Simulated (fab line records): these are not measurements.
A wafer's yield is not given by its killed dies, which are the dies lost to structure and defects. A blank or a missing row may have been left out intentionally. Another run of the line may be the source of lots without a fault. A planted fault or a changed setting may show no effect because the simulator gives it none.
Which tool is to blame? -- flow nand harc -- 14 lots with 42 wafers sampled at 5 steps, on a route of 1302 steps

== WHAT EACH GAUGE READ, for each wafer ==
NHARC_P_BONDPAD_THK_MEAS_20: measures by xrf.
lot,measured,on,thk nm (nm)
L933,day 6 22:44,film metro-02,160.6 161.4 160.2
L934,day 7 06:42,film metro-02,158.5 160.1 161.0
L935,day 7 10:50,film metro-01,160.2 158.7 160.7
L936,day 8 00:52,film metro-02,161.1 161.1 161.6
L938,day 9 03:02,film metro-02,159.0 157.4 160.1
L939,day 9 05:58,film metro-02,162.3 160.0 160.1
L942,day 10 13:59,film metro-02,157.7 162.2 161.0
L943,day 10 14:28,film metro-01,160.2 160.8 162.1
L944,day 11 06:25,film metro-01,161.4 159.5 161.6
L945,day 11 15:13,film metro-01,161.5 162.1 160.5
L946,day 12 03:08,film metro-01,161.9 159.8 162.4
L948,day 12 18:48,film metro-02,159.5 160.5 159.2
L949,day 13 09:02,film metro-02,160.6 160.7 159.0
L950,day 13 23:13,film metro-01,160.9 161.7 163.6

NHARC_A_SOURCE_PLATE_THK_MEAS_06: measures by ellipsometry.
lot,measured,on,thk nm (nm)
L933,day 8 00:26,film metro-02,200.8 201.3 199.7
L934,day 8 05:47,film metro-01,199.5 199.4 199.7
L935,day 8 09:58,film metro-01,200.6 200.4 199.3
L936,day 8 23:47,film metro-02,198.5 198.4 198.0
L938,day 10 06:06,film metro-01,199.0 198.2 198.1
L939,day 10 06:06,film metro-02,199.4 200.4 202.0
L942,day 11 15:26,film metro-01,201.0 199.8 198.8
L943,day 11 15:26,film metro-02,199.8 201.1 201.0
L944,day 12 05:15,film metro-02,199.9 198.7 198.9
L945,day 12 14:36,film metro-02,198.8 199.5 196.7
L946,day 13 02:57,film metro-01,200.9 201.0 198.5
L948,day 13 18:02,film metro-01,199.3 199.5 200.9
L949,day 14 13:14,film metro-02,201.6 200.9 201.5
L950,day 14 21:56,film metro-02,196.3 195.3 198.6

NHARC_A_ONON_D1_THK_MEAS_05: measures by ellipsometry.
lot,measured,on,thk nm (nm)
L933,day 8 01:40,film metro-01,1001 1002 1002
L934,day 8 07:03,film metro-02,1000 999 999
L935,day 8 11:10,film metro-01,991 987 988
L936,day 9 01:01,film metro-02,1001 1001 1003
L938,day 10 07:19,film metro-01,998 999 997
L939,day 10 07:18,film metro-02,1002 1002 1001
L942,day 11 16:39,film metro-01,997 998 998
L943,day 11 16:38,film metro-02,1002 1003 1002
L944,day 12 06:30,film metro-02,991 991 993
L945,day 12 15:49,film metro-01,1022 1020 1022
L946,day 13 04:10,film metro-01,975 977 976
L948,day 13 19:15,film metro-02,995 996 995
L949,day 14 14:29,film metro-01,1022 576 1024
L950,day 14 23:14,film metro-02,544 991 993

== WHAT TOOL EACH LOT RAN ON (gives the tool, then ch and the chambers of the sampled wafers, and finally the start) ==
lot,NHARC_A_ZERO_WELL_ETCH_19,NHARC_A_ONON_D1_DEP_03
L933,"rie diel-05 ch 2,3, day 7 00:29","pecvd onon-02 ch 0, day 8 01:13"
L934,"rie diel-05 ch 0,2,3, day 7 08:22","pecvd onon-02 ch 0, day 8 06:32"
L935,"rie diel-12 ch 0,2,3, day 7 12:39","pecvd onon-02 ch 0, day 8 10:39"
L936,"rie diel-12 ch 1,2,3, day 8 02:37","pecvd onon-03 ch 0, day 9 00:34"
L938,"rie diel-05 ch 0,3, day 9 04:47","pecvd onon-04 ch 0, day 10 06:48"
L939,"rie diel-05 ch 0,2,3, day 9 07:38","pecvd onon-02 ch 0, day 10 06:47"
L942,"rie diel-12 ch 1,2,3, day 10 15:38","pecvd onon-04 ch 0, day 11 16:12"
L943,"rie diel-12 ch 1,2, day 10 16:16","pecvd onon-02 ch 0, day 11 16:08"
L944,"rie diel-05 ch 1,2,3, day 11 08:13","pecvd onon-04 ch 0, day 12 05:59"
L945,"rie diel-12 ch 2,3, day 11 16:58","pecvd onon-03 ch 0, day 12 15:22"
L946,"rie diel-05 ch 0,1,2, day 12 04:55","pecvd onon-04 ch 0, day 13 03:39"
L948,"rie diel-04 ch 0,1,3, day 12 20:28","pecvd onon-02 ch 0, day 13 18:51"
L949,"rie diel-05 ch 0,1,3, day 13 10:49","pecvd onon-03 ch 0, day 14 14:02"
L950,"rie diel-12 ch 1,3, day 14 00:59","pecvd onon-03 ch 0, day 14 22:44"
- NHARC_A_ZERO_WELL_ETCH_19: etches the open film in N2/H2, target depth 80 nm, overetch 24 nm, time 87.88 s.
- NHARC_A_ONON_D1_DEP_03: target thk 1000 nm.

== WHAT THE TOOLS THEMSELVES READ (means of the sampled wafers that have a number; where no wafer has one, the mark that the record gives instead) ==
NHARC_A_ZERO_WELL_ETCH_19.
lot,tool,drypump motor current A (A),oes product au (a.u.),rf vpp V (V),showerhead plenum p Torr (Torr),throttle valve pct (%)
L933,rie diel-05,5.5,1.004,428.5,1.97,14.172
L934,rie diel-05,6.1,1.011,430.4,2.00,14.173
L935,rie diel-12,6.0,0.993,432.0,2.08,14.178
L936,rie diel-12,5.9,0.995,433.0,2.11,14.174
L938,rie diel-05,5.8,1.010,429.0,1.97,14.164
L939,rie diel-05,6.1,1.013,429.9,2.00,14.167
L942,rie diel-12,6.0,0.993,432.4,2.10,14.174
L943,rie diel-12,5.7,0.986,432.0,2.12,14.176
L944,rie diel-05,5.8,1.005,428.7,2.00,14.168
L945,rie diel-12,6.2,1.005,431.9,2.09,14.182
L946,rie diel-05,6.3,1.001,430.8,2.03,14.166
L948,rie diel-04,5.2,0.998,429.3,1.96,14.180
L949,rie diel-05,6.1,1.014,430.0,1.99,14.168
L950,rie diel-12,6.3,0.998,433.3,2.13,14.175

== THE ANSWER, worked out from the rows above alone ==
Rule: the usual values come from the lots themselves. Put in order of their means at a reading, lots are off if they are a third of the lots or fewer, leave a main group of 4 or more, and stand apart from it by a gap of 3 or more times the standard deviation of the main group's means; of several such gaps the widest counts. The tables above print the reading to a certain number of digits; a main group whose means all agree to those digits is not used. A lot without any number at a reading at which 4 lots or more have one is off too. Any other lot the step has rows for is counted as sound. First the gauges in route order, then the tools' own readings, where a lot's mean is used as printed above. The first step at which some lot is off is used, and at that step the reading that is off furthest; a lot without a number counts as furthest.
Off: L949, L950 (NHARC_A_ONON_D1_THK_MEAS_05, thk nm). Main group: mean 998 nm, sd 10.
A tool fits if, at a process step before that reading, it ran every lot that is off, and no sound lot after the first of them. Those tools and the gauges at NHARC_A_ONON_D1_THK_MEAS_05 are tried in the same way. One fits: pecvd onon-03 at NHARC_A_ONON_D1_DEP_03. A fault onset in the window from L945 (day 12 15:22, its last sound lot) to L949 (day 14 14:02, its first lot off) fits.

== WHAT THE SIMULATOR HAD PUT IN ==
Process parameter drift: pecvd onon-03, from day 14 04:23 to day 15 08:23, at NHARC_A_ONON_D1_DEP_03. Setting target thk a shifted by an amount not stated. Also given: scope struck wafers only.
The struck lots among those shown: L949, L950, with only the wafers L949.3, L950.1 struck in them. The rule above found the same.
